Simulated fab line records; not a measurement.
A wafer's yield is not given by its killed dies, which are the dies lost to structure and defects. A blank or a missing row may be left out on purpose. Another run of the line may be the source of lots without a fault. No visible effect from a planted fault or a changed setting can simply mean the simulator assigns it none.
Matching of chambers	flow nand harc	NHARC_A_CHANNEL_FILL_D2_ALD_02 on ald hk-02 has 4 sister chambers
The step deposits SiO2, target thk 6 nm, pulse time 10 s, ald cycles 60. 4 wafers are shown with their chamber, then 12 later ones without.

== WAFERS, EACH WITH ITS CHAMBER ==
wafer	chamber	heater power w (W)
L088.2	1	502
L088.3	2	423
L089.1	3	379
L089.5	0	429

== WAFERS WHOSE CHAMBER IS MISSING ==
wafer	heater power w (W)
L089.3	418
L089.4	494
L089.6	507
L090.4	416
L090.5	388
L090.6	422
L093.2	509
L093.4	369
L093.5	431
L096.1	362
L096.3	420
L096.6	426

== CHAMBER TAKEN BY EACH ==
wafer	from the rows above	in truth
L089.3	can't be placed: 2 or 0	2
L089.4	1	1
L089.6	1	1
L090.4	can't be placed: 2 or 0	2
L090.5	3	3
L090.6	can't be placed: 2 or 0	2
L093.2	1	1
L093.4	3	3
L093.5	can't be placed: 0 or 2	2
L096.1	3	3
L096.3	can't be placed: 2 or 0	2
L096.6	can't be placed: 0 or 2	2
Placed correctly: 6 of 12. Can't be placed from these rows: 6 (the true chamber is among the candidates in 6). 0 placed wrongly.
How it was worked out, from the rows above alone: a wafer's distance from a chamber is the root of the sum, over the readings, of the square of ((its reading less the chamber's mean) divided by the reading's scatter). The wafer belongs to the nearest chamber; if the next one is less than 2 further off, it can't be placed. A chamber's mean is the mean of its shown wafers. The scatter (one wafer shown for each chamber): square how far every hidden wafer sits from the nearest shown wafer, average those squares and take the square root.
